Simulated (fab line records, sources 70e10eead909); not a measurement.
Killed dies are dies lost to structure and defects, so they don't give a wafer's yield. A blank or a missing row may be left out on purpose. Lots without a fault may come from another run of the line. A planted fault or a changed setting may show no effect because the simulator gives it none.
Which tool did it? | flow nand_harc | 24 lots, 72 wafers sampled, at 6 steps of a route of 1302

WHAT THE GAUGES READ, wafer by wafer
NHARC_P_M2_INSPECT_27.
lot  | measured     | on                | raw_defect_count
L074 | day 7 03:38  | defect_inspect-01 | 238 256 126
L075 | day 7 05:17  | defect_inspect-02 | 510 177 232
L076 | day 7 12:17  | defect_inspect-01 | 613 652 359
L077 | day 7 16:35  | defect_inspect-02 | 356 297 277
L078 | day 8 05:42  | defect_inspect-02 | 152 145 262
L079 | day 8 17:14  | defect_inspect-02 | 242 283 214
L080 | day 9 02:43  | defect_inspect-02 | 164 165 257
L081 | day 9 15:01  | defect_inspect-01 | 154 303 259
L082 | day 10 04:07 | defect_inspect-01 | 329 333 562
L083 | day 10 07:56 | defect_inspect-02 | 521 335 245
L084 | day 10 22:43 | defect_inspect-02 | 146 310 151
L085 | day 11 07:48 | defect_inspect-02 | 390 288 291
L086 | day 11 10:22 | defect_inspect-01 | 578 198 258
L087 | day 11 21:13 | defect_inspect-02 | 588 416 329
L089 | day 12 19:20 | defect_inspect-01 | 390 338 476
L088 | day 12 20:42 | defect_inspect-02 | 359 186 220
L090 | day 13 13:43 | defect_inspect-02 | 427 460 481
L091 | day 13 14:28 | defect_inspect-01 | 346 327 649
L092 | day 14 07:23 | defect_inspect-02 | 264 251 384
L093 | day 14 12:18 | defect_inspect-01 | 230 285 275
L095 | day 15 00:37 | defect_inspect-01 | 139 182 136
L094 | day 15 01:40 | defect_inspect-02 | 519 604 322
L096 | day 15 14:32 | defect_inspect-02 | 320 452 218
L097 | day 16 02:23 | defect_inspect-02 | 270 345 280

NHARC_P_BONDPAD_CD_MEAS_09: target cd 500 nm.
lot  | measured     | on        | cd_nm (nm)
L074 | day 7 05:22  | cd_sem-03 | 503.5 501.1 501.7
L075 | day 7 07:07  | cd_sem-01 | 504.2 500.0 501.8
L076 | day 7 13:59  | cd_sem-02 | 501.4 501.2 502.0
L077 | day 7 18:16  | cd_sem-02 | 499.2 500.1 498.6
L078 | day 8 07:21  | cd_sem-03 | 502.4 502.7 504.0
L079 | day 8 19:02  | cd_sem-03 | 500.6 499.8 499.6
L080 | day 9 04:31  | cd_sem-03 | 503.5 503.7 501.1
L081 | day 9 16:50  | cd_sem-03 | 500.4 502.5 499.4
L082 | day 10 05:46 | cd_sem-03 | 500.5 500.3 500.0
L083 | day 10 09:34 | cd_sem-02 | 503.1 499.2 500.6
L084 | day 11 00:31 | cd_sem-03 | 501.4 498.1 498.7
L085 | day 11 09:28 | cd_sem-03 | 503.0 502.4 504.0
L086 | day 11 12:17 | cd_sem-02 | 502.0 501.5 502.6
L087 | day 11 22:53 | cd_sem-02 | 501.3 501.8 501.7
L089 | day 12 21:08 | cd_sem-01 | 501.6 503.4 503.5
L088 | day 12 22:29 | cd_sem-03 | 501.1 501.3 500.3
L090 | day 13 15:22 | cd_sem-03 | 502.4 502.1 501.9
L091 | day 13 16:15 | cd_sem-01 | 500.6 500.6 500.4
L092 | day 14 09:11 | cd_sem-03 | 500.6 502.6 500.8
L093 | day 14 14:04 | cd_sem-03 | 501.7 501.1 502.4
L095 | day 15 02:24 | cd_sem-02 | 501.8 500.5 500.1
L094 | day 15 03:27 | cd_sem-01 | 501.1 499.2 501.7
L096 | day 15 16:20 | cd_sem-01 | 500.0 500.4 499.6
L097 | day 16 04:11 | cd_sem-01 | 502.2 500.9 501.1

NHARC_P_BONDPAD_THK_MEAS_20: measures by xrf.
lot  | measured     | on            | thk_nm (nm)
L074 | day 7 08:04  | film_metro-02 | 163.1 161.4 163.8
L075 | day 7 09:44  | film_metro-01 | 164.7 161.1 164.6
L076 | day 7 16:35  | film_metro-02 | 162.3 162.7 160.5
L077 | day 7 20:52  | film_metro-01 | 163.7 162.7 165.3
L078 | day 8 10:00  | film_metro-01 | 163.2 163.7 161.7
L079 | day 8 22:04  | film_metro-02 | 159.4 162.5 162.3
L080 | day 9 07:12  | film_metro-01 | 160.8 161.7 160.2
L081 | day 9 19:25  | film_metro-02 | 160.1 163.4 160.9
L082 | day 10 08:23 | film_metro-02 | 161.4 158.2 161.1
L083 | day 10 12:12 | film_metro-01 | 162.2 162.5 161.7
L084 | day 11 03:04 | film_metro-01 | 158.8 160.6 161.5
L085 | day 11 12:01 | film_metro-01 | 161.3 160.2 160.3
L086 | day 11 14:54 | film_metro-02 | 162.1 161.9 162.7
L087 | day 12 01:26 | film_metro-01 | 161.8 163.2 161.6
L089 | day 12 23:44 | film_metro-02 | 159.5 158.8 158.1
L088 | day 13 01:02 | film_metro-02 | 161.8 163.0 160.9
L090 | day 13 17:55 | film_metro-02 | 161.5 161.3 158.0
L091 | day 13 18:48 | film_metro-01 | 160.2 159.7 161.4
L092 | day 14 11:44 | film_metro-02 | 160.7 159.8 162.0
L093 | day 14 16:38 | film_metro-01 | 162.9 161.5 162.8
L095 | day 15 04:58 | film_metro-01 | 158.3 159.6 158.9
L094 | day 15 06:00 | film_metro-02 | 160.7 160.3 161.7
L096 | day 15 18:53 | film_metro-02 | 161.5 159.9 160.4
L097 | day 16 06:44 | film_metro-01 | 159.9 160.8 160.8

WHICH TOOL RAN EACH LOT (tool, then ch and the chambers of the sampled wafers, then the start)
lot  | NHARC_P_M2_ETCH_35                 | NHARC_P_BONDPAD_DESCUM_11          | NHARC_P_BONDPAD_PVD_17
L074 | rie_diel-05 ch 0,2,3, day 7 01:06  | rie_diel-08 ch 0,2,3, day 7 05:34  | pvd_sputter-01, day 7 08:04 or earlier
L075 | rie_diel-12 ch 0,1,2, day 7 02:35  | rie_diel-06 ch 0,1, day 7 07:19    | pvd_sputter-01, day 7 09:44 or earlier
L076 | rie_diel-13 ch 0,1, day 7 09:22    | rie_diel-08 ch 1,2,3, day 7 14:12  | pvd_sputter-03, day 7 16:35 or earlier
L077 | rie_diel-05 ch 0,3, day 7 14:01    | rie_diel-02 ch 0,2, day 7 18:29    | pvd_sputter-03, day 7 20:52 or earlier
L078 | rie_diel-05 ch 0,2,3, day 8 03:11  | rie_diel-08 ch 0,1,2, day 8 07:34  | pvd_sputter-02, day 8 10:00 or earlier
L079 | rie_diel-13 ch 1,2,3, day 8 14:40  | rie_diel-08 ch 0,1,3, day 8 19:14  | pvd_sputter-02, day 8 22:04 or earlier
L080 | rie_diel-12 ch 2,3, day 9 00:08    | rie_diel-06 ch 0,2,3, day 9 04:44  | pvd_sputter-02, day 9 07:12 or earlier
L081 | rie_diel-13 ch 0,1,2, day 9 12:31  | rie_diel-06 ch 0,1,3, day 9 17:03  | pvd_sputter-01, day 9 19:25 or earlier
L082 | rie_diel-13 ch 0,1,3, day 10 01:35 | rie_diel-08 ch 0,2,3, day 10 05:59 | pvd_sputter-01, day 10 08:23 or earlier
L083 | rie_diel-13 ch 0,1, day 10 05:28   | rie_diel-02 ch 0,1, day 10 09:47   | pvd_sputter-02, day 10 12:12 or earlier
L084 | rie_diel-12 ch 0,2,3, day 10 20:10 | rie_diel-02 ch 2,3, day 11 00:44   | pvd_sputter-02, day 11 03:04 or earlier
L085 | rie_diel-12 ch 0,1, day 11 05:19   | rie_diel-08 ch 0,3, day 11 09:41   | pvd_sputter-01, day 11 12:01 or earlier
L086 | rie_diel-13 ch 2,3, day 11 07:53   | rie_diel-02 ch 2,3, day 11 12:30   | pvd_sputter-01, day 11 14:54 or earlier
L087 | rie_diel-12 ch 0,1, day 11 18:43   | rie_diel-02 ch 0,1,3, day 11 23:06 | pvd_sputter-03, day 12 01:26 or earlier
L089 | rie_diel-12 ch 0,1,3, day 12 16:51 | rie_diel-06 ch 0,1,3, day 12 21:20 | pvd_sputter-03, day 12 23:44 or earlier
L088 | rie_diel-13 ch 0,1,2, day 12 18:14 | rie_diel-08 ch 0,2, day 12 22:41   | pvd_sputter-01, day 13 01:02 or earlier
L090 | rie_diel-12 ch 0,3, day 13 11:10   | rie_diel-08 ch 0,2, day 13 15:35   | pvd_sputter-03, day 13 17:55 or earlier
L091 | rie_diel-12 ch 0,2,3, day 13 11:59 | rie_diel-08 ch 1,2,3, day 13 16:28 | pvd_sputter-01, day 13 18:48 or earlier
L092 | rie_diel-12 ch 0,1,3, day 14 04:55 | rie_diel-02 ch 0,1,2, day 14 09:23 | pvd_sputter-03, day 14 11:44 or earlier
L093 | rie_diel-05 ch 0,1,3, day 14 09:49 | rie_diel-02 ch 0,2,3, day 14 14:17 | pvd_sputter-02, day 14 16:38 or earlier
L095 | rie_diel-13 ch 0,1, day 14 22:07   | rie_diel-06 ch 0,1,2, day 15 02:38 | pvd_sputter-01, day 15 04:58 or earlier
L094 | rie_diel-12 ch 1,2,3, day 14 23:11 | rie_diel-08 ch 0,2,3, day 15 03:40 | pvd_sputter-02, day 15 06:00 or earlier
L096 | rie_diel-05 ch 0,3, day 15 12:03   | rie_diel-08 ch 0,3, day 15 16:32   | pvd_sputter-02, day 15 18:53 or earlier
L097 | rie_diel-12 ch 0,1,3, day 15 23:49 | rie_diel-08 ch 0,1,3, day 16 04:23 | pvd_sputter-02, day 16 06:44 or earlier
- NHARC_P_M2_ETCH_35: etches the open film in N2/H2, target depth 40 nm, overetch 12 nm, time 43.94 s.
- NHARC_P_BONDPAD_DESCUM_11: chemistry O2, time 3 s.
- NHARC_P_BONDPAD_PVD_17: deposits TaN, target thk 5 nm, time 8.06 s.

WHAT THE TOOLS THEMSELVES READ (means of the sampled wafers that have a number; where no wafer has one, the mark that the record gives instead)
NHARC_P_M2_ETCH_35.
lot  | tool        | drypump_motor_current_A (A) | oes_product_au (a.u.) | rf_vpp_V (V) | showerhead_plenum_p_Torr (Torr) | throttle_valve_pct (%)
L074 | rie_diel-05 | 5.2                         | 1.000                 | 430.0        | 2.04                            | 14.172
L075 | rie_diel-12 | 5.7                         | 1.011                 | 427.5        | 1.96                            | 14.178
L076 | rie_diel-13 | 5.5                         | 1.012                 | 428.2        | 1.95                            | 14.178
L077 | rie_diel-05 | 5.3                         | 0.991                 | 430.3        | 2.03                            | 14.172
L078 | rie_diel-05 | 5.2                         | 1.000                 | 430.2        | 2.04                            | 14.173
L079 | rie_diel-13 | 5.4                         | 0.999                 | 429.0        | 1.98                            | 14.178
L080 | rie_diel-12 | 6.0                         | 1.005                 | 427.4        | 1.94                            | 14.171
L081 | rie_diel-13 | 5.7                         | 0.994                 | 429.6        | 1.99                            | 14.170
L082 | rie_diel-13 | 5.7                         | 0.997                 | 428.3        | 1.95                            | 14.178
L083 | rie_diel-13 | 6.0                         | 0.992                 | 427.8        | 1.96                            | 14.176
L084 | rie_diel-12 | 6.0                         | 0.996                 | 428.2        | 1.96                            | 14.168
L085 | rie_diel-12 | 5.6                         | 1.002                 | 429.0        | 1.98                            | 14.168
L086 | rie_diel-13 | 5.5                         | 1.002                 | 430.6        | 2.02                            | 14.169
L087 | rie_diel-12 | 5.8                         | 1.002                 | 428.6        | 1.98                            | 14.168
L089 | rie_diel-12 | 5.8                         | 1.002                 | 429.8        | 1.99                            | 14.166
L088 | rie_diel-13 | 5.6                         | 0.996                 | 428.5        | 1.99                            | 14.171
L090 | rie_diel-12 | 6.1                         | 0.997                 | 428.3        | 1.98                            | 14.164
L091 | rie_diel-12 | 6.0                         | 1.006                 | 428.3        | 1.96                            | 14.169
L092 | rie_diel-12 | 5.9                         | 0.999                 | 429.6        | 1.99                            | 14.181
L093 | rie_diel-05 | 5.2                         | 0.995                 | 432.4        | 2.10                            | 14.175
L095 | rie_diel-13 | 5.5                         | 0.993                 | 428.2        | 1.95                            | 14.167
L094 | rie_diel-12 | 5.8                         | 0.983                 | 428.4        | 1.97                            | 14.165
L096 | rie_diel-05 | 5.2                         | 0.995                 | 431.3        | 2.03                            | 14.162
L097 | rie_diel-12 | 5.8                         | 1.004                 | 428.9        | 1.98                            | 14.175

NHARC_P_BONDPAD_DESCUM_11.
lot  | tool        | drypump_motor_current_A (A) | oes_product_au (a.u.) | rf_vpp_V (V) | showerhead_plenum_p_Torr (Torr) | throttle_valve_pct (%)
L074 | rie_diel-08 | 5.7                         | 1.006                 | 57.4         | 1.86                            | 11.312
L075 | rie_diel-06 | 5.9                         | 1.005                 | 57.8         | 1.93                            | 11.323
L076 | rie_diel-08 | 5.6                         | 0.997                 | 57.8         | 1.92                            | 11.314
L077 | rie_diel-02 | 5.9                         | 1.002                 | 57.5         | 1.96                            | 11.311
L078 | rie_diel-08 | 5.3                         | 1.002                 | 58.0         | 1.89                            | 11.306
L079 | rie_diel-08 | 5.7                         | 1.001                 | 57.6         | 1.93                            | 11.306
L080 | rie_diel-06 | 5.8                         | 0.995                 | 57.6         | 1.93                            | 11.315
L081 | rie_diel-06 | 5.6                         | 0.991                 | 57.7         | 1.97                            | 11.319
L082 | rie_diel-08 | 5.7                         | 0.999                 | 58.0         | 1.86                            | 11.318
L083 | rie_diel-02 | 5.7                         | 1.009                 | 58.3         | 1.95                            | 11.313
L084 | rie_diel-02 | 6.0                         | 1.005                 | 57.6         | 1.92                            | 11.311
L085 | rie_diel-08 | 5.8                         | 1.003                 | 57.8         | 1.87                            | 11.305
L086 | rie_diel-02 | 6.0                         | 1.006                 | 58.2         | 1.92                            | 11.315
L087 | rie_diel-02 | 5.8                         | 1.005                 | 57.7         | 1.92                            | 11.318
L089 | rie_diel-06 | 5.6                         | 0.988                 | 58.4         | 1.97                            | 11.313
L088 | rie_diel-08 | 5.4                         | 1.008                 | 57.9         | 1.83                            | 11.320
L090 | rie_diel-08 | 5.2                         | 1.001                 | 56.6         | 1.81                            | 11.315
L091 | rie_diel-08 | 5.6                         | 1.002                 | 58.7         | 1.92                            | 11.310
L092 | rie_diel-02 | 5.9                         | 1.006                 | 57.3         | 1.93                            | 11.307
L093 | rie_diel-02 | 5.9                         | 1.010                 | 57.1         | 1.94                            | 11.307
L095 | rie_diel-06 | 6.1                         | 0.993                 | 57.8         | 1.88                            | 11.302
L094 | rie_diel-08 | 5.7                         | 1.003                 | 58.3         | 1.86                            | 11.308
L096 | rie_diel-08 | 5.8                         | 0.993                 | 58.0         | 1.87                            | 11.306
L097 | rie_diel-08 | 5.7                         | 1.008                 | 57.8         | 1.93                            | 11.322

NHARC_P_BONDPAD_PVD_17.
lot  | tool           | throttle_valve_pct (%)
L074 | pvd_sputter-01 | 30.1
L075 | pvd_sputter-01 | 30.1
L076 | pvd_sputter-03 | 30.0
L077 | pvd_sputter-03 | 29.9
L078 | pvd_sputter-02 | 30.5
L079 | pvd_sputter-02 | 30.5
L080 | pvd_sputter-02 | 31.5
L081 | pvd_sputter-01 | 30.2
L082 | pvd_sputter-01 | 30.2
L083 | pvd_sputter-02 | 31.2
L084 | pvd_sputter-02 | 30.5
L085 | pvd_sputter-01 | 30.1
L086 | pvd_sputter-01 | 30.3
L087 | pvd_sputter-03 | 29.7
L089 | pvd_sputter-03 | 29.5
L088 | pvd_sputter-01 | 29.0
L090 | pvd_sputter-03 | 29.8
L091 | pvd_sputter-01 | 30.2
L092 | pvd_sputter-03 | 30.4
L093 | pvd_sputter-02 | 31.0
L095 | pvd_sputter-01 | 28.8
L094 | pvd_sputter-02 | 30.4
L096 | pvd_sputter-02 | 31.3
L097 | pvd_sputter-02 | 31.6

THE ANSWER, worked out from the rows above alone
Rule: what is usual is taken from the lots themselves. Put in order of their means at a reading, lots are off if they are a third of the lots or fewer, leave a main group of 4 or more, and stand apart from it by a gap of 3 or more times the standard deviation of the main group's means; of several such gaps the widest counts. A main group whose means are all the same, to the digits that the tables above print for the reading, isn't used. A lot without any number at a reading at which 4 lots or more have one is off too. The other lots that the step has rows for count as sound. The gauges are gone through in route order, then the tools' own readings, and for those a lot's mean is taken as printed above. The first step at which some lot is off is used, and at that step the reading that is off furthest; a lot without a number counts as furthest.
No lot is off at any reading shown: from this, nothing can be told.

WHAT THE SIMULATOR HAD PUT IN
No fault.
